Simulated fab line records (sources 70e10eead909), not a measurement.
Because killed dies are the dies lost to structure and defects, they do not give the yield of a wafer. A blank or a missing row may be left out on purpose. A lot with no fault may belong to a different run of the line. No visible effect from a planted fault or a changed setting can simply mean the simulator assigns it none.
A struck lot beside a sound one | flow nand_harc | 43 steps out of a route of 1159
Sound: wafers L830.2, L830.3, L830.5. Struck: wafer L846.3. The cause is given at the end.
Order at every step that has rows: each side's tool, ch and its chambers, its first start. Under that, the readings that differ: sound wafers | struck wafers | difference of the means | sigmas: that difference in standard deviations of wafers without a fault.
alike: readings with means less than 2 such deviations apart, plus words and numbers identical on both sides. not compared: withheld readings, readings lacking a value on some wafer, bounds such as >300 that could conceal the same value, and numbers that have no deviation in the record and whose values overlap.
A row with sigmas, a row that says differs or no value, or rows on one side alone: a step with any of these is where the two part. Numbers that don't overlap but have no deviation are shown without sigmas and don't part them. A reading missing from all wafers of one side parts the sides only when that side holds two or more wafers.

NHARC_P_STI_CD_MEAS_16:
  struck on cd_sem-01, day 6 13:15; sound on cd_sem-02, day 2 16:27
  alike: cd_nm
NHARC_P_STI_OCD_MEAS_17:
  struck on ocd-02, day 6 13:20; sound on ocd-01, day 2 16:32
  alike: trench_depth_nm, trench_foot_cd_nm
then, 3 steps without rows for these wafers: NHARC_P_STI_STRIP_19 (strips in SPM, time 900 s); NHARC_P_STI_PRECLEAN_32 (cleans in SC1); NHARC_P_STI_SRD_23.
NHARC_P_STI_OCD_MEAS_43:
  struck on ocd-01, day 6 13:50; sound on ocd-01, day 2 17:02
  alike: trench_depth_nm, trench_foot_cd_nm
then, 3 steps without rows for these wafers: NHARC_P_STI_OXIDE_33 (material SiO2, target thk 10 nm, ox time 281 s); NHARC_P_STI_HDPCVD_20 (deposits SiO2); NHARC_P_STI_ANNEAL_34 (time 1800 s).
NHARC_P_STI_CMP_21: polishes, t overpolish 20 s, target thk 380.67 nm.
  sound on cmp-02 ch 0,2, day 3 08:22; struck on cmp-04 ch 1, day 7 07:31
  alike: edge_zone_pressure_frac, motor_current_A, overpolish_run_s
then, 1 step without rows for these wafers: NHARC_P_STI_SRD_35.
NHARC_P_STI_ETCH_36: etches SiO2 in dHF, target depth 38.8 nm.
  sound on wet_bench-05 ch 0,4,6, day 3 08:42; struck on wet_bench-02 ch 6, day 7 07:46
then, 5 steps without rows for these wafers: NHARC_P_STI_STRIP_24 (strips Si3N4 in H3PO4); NHARC_P_STI_ETCH_37 (etches SiO2 in dHF, target depth 11 nm); NHARC_P_STI_PRECLEAN_38 (cleans in SC1); NHARC_P_STI_SRD_39; NHARC_P_STI_OXIDE_40 (material SiO2, target thk 10 nm, ox time 1362 s).
NHARC_P_STI_INSPECT_25:
  struck on defect_inspect-01, day 7 16:02; sound on defect_inspect-02, day 3 16:54
  reading          | sound      | struck | difference | sigmas
  raw_defect_count | 233 94 124 | 591    | +441       | +5
  not compared: hold
then, 11 steps without rows for these wafers: NHARC_P_GATE_PRECLEAN_70 (cleans in SC1); NHARC_P_GATE_SRD_01; NHARC_P_GATE_OXIDE_02 (material SiO2, target thk 37.5 nm, ox time 365 s); NHARC_P_GATE_DEHYDRATE_03 (time 120 s); NHARC_P_GATE_HMDS_04 (time 30 s); NHARC_P_GATE_COAT_05; NHARC_P_GATE_SOFTBAKE_06 (time 95 s); NHARC_P_GATE_EBR_07; NHARC_P_GATE_EXPOSE_08 (exposes mask P HV); NHARC_P_GATE_PEB_09 (peb time 85 s); NHARC_P_GATE_DEVELOP_10 (time 70 s).
NHARC_P_GATE_CD_MEAS_11: target cd 1640 nm.
  sound on cd_sem-03 ch 0, day 4 00:51; struck on cd_sem-01 ch 0, day 8 00:08
  alike: cd_nm
then, 1 step without rows for these wafers: NHARC_P_GATE_HARDBAKE_12 (time 80 s).
NHARC_P_GATE_DESCUM_13: chemistry O2, time 3 s.
  sound on rie_diel-01 ch 0,1,3, day 4 01:01; struck on rie_diel-07 ch 3, day 8 00:19
  reading               | sound             | struck | difference | sigmas
  oes_product_au (a.u.) | 0.994 0.994 0.995 | 1.009  | +0.015     | +2
  rf_vpp_V (V)          | 57.6 56.9 56.8    | 59.3   | +2.2       | +2
  alike: drypump_motor_current_A, o2_flow_sccm, showerhead_plenum_p_Torr, throttle_valve_pct
  not compared: rf_hours_counter_h
then, 6 steps without rows for these wafers: NHARC_P_GATE_ETCH_14 (etches SiO2 in dHF, target depth 48.8 nm); NHARC_P_GATE_STRIP_15 (strips in SPM, time 780 s); NHARC_P_GATE_PRECLEAN_71 (cleans in SC1); NHARC_P_GATE_SRD_72; NHARC_P_GATE_OXIDE_16 (material SiO2, target thk 3 nm, ox time 392 s); NHARC_P_GATE_CVD_17 (deposits poly-Si, target thk 150 nm, time 900 s).
NHARC_P_GATE_HM_DEP_102: deposits aC, target thk 120 nm.
  sound on acl_dep-03 ch 0, day 4 13:14; struck on acl_dep-03 ch 0, day 8 16:12
  reading                | sound                | struck | difference | sigmas
  throttle_valve_pct (%) | 35.001 35.026 35.009 | 34.980 | -0.032     | -3
NHARC_P_GATE_DEP_103: deposits SiON, target thk 30 nm.
  sound on pecvd-04 ch 0,1,2, day 4 13:47; struck on pecvd-02 ch 1, day 8 16:39
  alike: heater_power_w
NHARC_P_GATE_INSPECT_28:
  struck on defect_inspect-01, day 8 17:38; sound on defect_inspect-02, day 4 14:37
  reading          | sound | struck | difference | sigmas
  raw_defect_count | 5 5 9 | 310    | +304       | +92
  not compared: hold
NHARC_P_GATE_INSPECT_68:
  struck on defect_inspect-01, day 9 20:28; sound on defect_inspect-02, day 5 08:51
  reading          | sound       | struck | difference | sigmas
  raw_defect_count | 224 117 132 | 542    | +384       | +5
  not compared: hold
-- record jumps: 15 days between struck wafers' starts before vs after; left off in module P_GATE, resumes in module END, first step shown is number 1159 of the route --
NHARC_END_SORT_01:
  only the struck wafers appear in the record here, on prober-02 ch 0 at day 25 00:43; the sound ones have no rows

## WHERE THEY PART
Earliest at NHARC_P_STI_INSPECT_25; latest, in this record, at NHARC_END_SORT_01.

WHY: the cause the simulator had injected
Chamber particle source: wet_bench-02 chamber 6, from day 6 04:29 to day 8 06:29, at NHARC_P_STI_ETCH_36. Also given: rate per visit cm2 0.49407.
